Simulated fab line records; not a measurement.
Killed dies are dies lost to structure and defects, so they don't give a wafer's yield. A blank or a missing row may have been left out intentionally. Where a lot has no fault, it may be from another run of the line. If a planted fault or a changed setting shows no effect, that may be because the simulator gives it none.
Matching of chambers | flow n5 finfet | N5_SD_EPI_N_DESCUM_14 on rie diel-01: 4 sister chambers
The step chemistry O2, time 7.9 s. 8 wafers are shown with their chamber, then 10 later ones without.

== WAFERS WITH THEIR CHAMBER ==
wafer  | chamber | drypump motor current A (A) | showerhead plenum p Torr (Torr)
L081.4 | 3       | 5.1                         | 1.97
L087.4 | 0       | 6.2                         | 2.09
L087.6 | 2       | 6.2                         | 2.13
L090.1 | 1       | 5.9                         | 2.23
L090.5 | 0       | 6.2                         | 2.09
L090.6 | 3       | 5.1                         | 1.97
L092.2 | 1       | 6.0                         | 2.22
L092.5 | 2       | 6.2                         | 2.13

== WAFERS WHOSE CHAMBER IS MISSING ==
wafer  | drypump motor current A (A) | showerhead plenum p Torr (Torr)
L092.6 | 6.0                         | 2.22
L094.4 | 5.9                         | 2.22
L094.5 | 6.2                         | 2.08
L094.6 | 6.2                         | 2.12
L096.1 | 6.2                         | 2.08
L096.2 | 5.9                         | 2.22
L096.3 | 5.1                         | 2.23
L097.1 | 6.2                         | 2.08
L097.4 | 6.2                         | 2.12
L097.5 | 6.2                         | 2.12

== WHICH CHAMBER EACH ONE RAN IN ==
wafer  | from the rows above | in truth
L092.6 | 1                   | 1
L094.4 | 1                   | 1
L094.5 | 0                   | 0
L094.6 | 2                   | 2
L096.1 | 0                   | 0
L096.2 | 1                   | 1
L096.3 | 1                   | 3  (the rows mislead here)
L097.1 | 0                   | 0
L097.4 | 2                   | 2
L097.5 | 2                   | 2
Correctly placed: 9 of 10. Left unplaced by these rows: 0. Number placed wrongly: 1.
How it was worked out, from the rows above alone: a wafer's distance from a chamber is the root of the sum, over the readings, of the square of ((its reading less the chamber's mean) divided by the reading's scatter). The wafer belongs to the nearest chamber; if the next one is less than 2 further off, it can't be placed. A chamber's mean is the mean of its shown wafers. How the scatter is found: for the shown wafers, subtract from each reading the mean of its chamber, square and add these, divide the total by (wafers less chambers), then take the root.
